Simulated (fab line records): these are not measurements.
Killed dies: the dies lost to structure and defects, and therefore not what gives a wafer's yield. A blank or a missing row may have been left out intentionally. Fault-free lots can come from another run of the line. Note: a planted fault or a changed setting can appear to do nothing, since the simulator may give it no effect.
Chamber matching :: flow n5 finfet :: rie si-04 running N5_DUMMY_GATE_ETCH_44: 4 sister chambers
The step etches poly-Si in HBr/O2, stops on SiO2, target depth 127.5 nm. 4 wafers are shown with their chamber, then 10 later ones without.

WAFERS, EACH WITH ITS CHAMBER
wafer: L089.1
chamber: 3
drypump motor current A (A): 5.7

wafer: L089.3
chamber: 0
drypump motor current A (A): 5.5

wafer: L089.4
chamber: 1
drypump motor current A (A): 5.5

wafer: L089.5
chamber: 2
drypump motor current A (A): 6.6

WAFERS WITHOUT THEIR CHAMBER
wafer: L089.6
drypump motor current A (A): 5.7

wafer: L090.2
drypump motor current A (A): 5.5

wafer: L090.3
drypump motor current A (A): 5.7

wafer: L090.5
drypump motor current A (A): 5.7

wafer: L093.1
drypump motor current A (A): 5.5

wafer: L093.2
drypump motor current A (A): 6.5

wafer: L093.3
drypump motor current A (A): 5.5

wafer: L093.4
drypump motor current A (A): 5.6

wafer: L093.5
drypump motor current A (A): 6.5

wafer: L093.6
drypump motor current A (A): 5.6

CHAMBER TAKEN BY EACH
wafer: L089.6
from the rows above: 3
in truth: 3

wafer: L090.2
from the rows above: can't be placed: 0 or 1
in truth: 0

wafer: L090.3
from the rows above: 3
in truth: 3

wafer: L090.5
from the rows above: 3
in truth: 3

wafer: L093.1
from the rows above: can't be placed: 0 or 1
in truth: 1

wafer: L093.2
from the rows above: 2
in truth: 2

wafer: L093.3
from the rows above: can't be placed: 0 or 1
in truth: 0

wafer: L093.4
from the rows above: can't be placed: 0 or 1 or 3
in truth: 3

wafer: L093.5
from the rows above: 2
in truth: 2

wafer: L093.6
from the rows above: can't be placed: 0 or 1 or 3
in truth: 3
Correct placement for 5 of the 10. Not placeable from these rows: 5 (in 5, the candidates include the true chamber). 0 placed wrongly.
How it was worked out, from the rows above alone: a wafer's distance from a chamber is the root of the sum, over the readings, of the square of ((its reading less the chamber's mean) divided by the reading's scatter). The wafer belongs to the nearest chamber; if the next one is less than 2 further off, it can't be placed. A chamber's mean is the mean of its shown wafers. The scatter: root of mean squared gap, hidden wafer to nearest shown wafer, with one shown wafer a chamber.
